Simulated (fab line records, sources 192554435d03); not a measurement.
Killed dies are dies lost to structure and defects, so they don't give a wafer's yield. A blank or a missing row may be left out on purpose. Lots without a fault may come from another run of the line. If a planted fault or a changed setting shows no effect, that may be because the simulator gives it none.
Comparing a struck lot with a sound one || flow n5 finfet || 14 out of 1938 route steps
Sound: wafers L243.1, L243.5, L243.6. Wafers struck: L255.1, L255.3, L255.4. The cause is named last.
Per side, at each step with rows, come the tool, then ch with its chambers, and then its first start. Under that, the readings that differ: sound wafers || struck wafers || difference of the means || sigmas: that difference in standard deviations of wafers without a fault.
alike: words and numbers the same on both sides, and readings whose means are apart by under 2 such deviations; not compared: readings that were withheld, readings missing a value for some wafer, numbers with overlapping values and no deviation given by the record, and bounds like >300 which may hide the same value.
The two part at a step that has a row with sigmas, a row that says differs or no value, or rows on one side only. When numbers do not overlap yet have no deviation, they are printed without sigmas and do not part them. A reading missing from all wafers of one side parts the sides only when that side holds two or more wafers.

N5_BEOL_M4_RC_MEAS_101:
  sound on prober-01 ch 0, day 10 02:11; struck on prober-01 ch 0, day 13 02:48
  alike: DIBL_N, DIBL_P, IOFF_N, IOFF_P, ION_N, ION_P, SS_N, SS_P, VT_N, VT_P
N5_BEOL_M5_ILD_DEP_00: deposits SiCOH lowk from DEMS/porogen, target thk 140.64 nm, time 25.9 s.
  sound on pecvd-04 ch 0,1, day 10 03:09; struck on pecvd-01 ch 0,1, day 13 03:46
  alike: heater power w, showerhead plenum p Torr, throttle valve pct
N5_BEOL_M5_CURE_79: cures SiCOH lowk, time 240 s.
  sound on uv cure-03 ch 0, day 10 03:15; struck on uv cure-02 ch 2, day 13 03:49
  alike: lamp power pct, wafer_temp_C_max
N5_BEOL_M5_THK_MEAS_01:
  struck on film metro-02, day 13 04:20; sound on film metro-01, day 10 03:46
  alike: M5_ILD_THK
N5_BEOL_M5_PECVD_70: deposits SiO2 from TEOS/O2, target thk 16 nm, time 18 s.
  sound on pecvd-01 ch 0,1,2, day 10 03:48; struck on pecvd-02 ch 1,2, day 13 04:23
  alike: heater power w, showerhead plenum p Torr, throttle valve pct
N5_BEOL_M5_HM_DEP_02: deposits TiN, target thk 20 nm.
  struck on pvd sputter-01, day 13 04:29; sound on pvd sputter-01, day 10 03:51
  alike: chamber pressure pa, throttle valve pct
then, 6 steps without rows for these wafers: N5_BEOL_M5_COAT_59 (time 60 s, resist thk 60 nm); N5_BEOL_M5_COAT_60 (time 60 s, resist thk 12 nm); N5_BEOL_M5_COAT_71 (time 60 s, resist thk 5 nm); N5_BEOL_M5_COAT_05 (resist thk 30 nm); N5_BEOL_M5_EBR_07; N5_BEOL_M5_SOFTBAKE_06 (time 60 s).
N5_BEOL_M5_EXPOSE_08: exposes mask M5, target cd 28 nm.
  struck on euv scanner-01, day 13 04:46; sound on euv scanner-01 ch 0, day 10 04:07
  no value came back on the struck wafers for exposure dose mJ cm2, focus offset nm (nm); on the sound wafers exposure dose mJ cm2 reads 35.71 35.75 35.73
  alike: mask
then, 1 step without rows for these wafers: N5_BEOL_M5_PEB_09 (peb time 60 s).

WHERE THEY PART
N5_BEOL_M5_EXPOSE_08 only, going by this record.

WHY: what the simulator had put in
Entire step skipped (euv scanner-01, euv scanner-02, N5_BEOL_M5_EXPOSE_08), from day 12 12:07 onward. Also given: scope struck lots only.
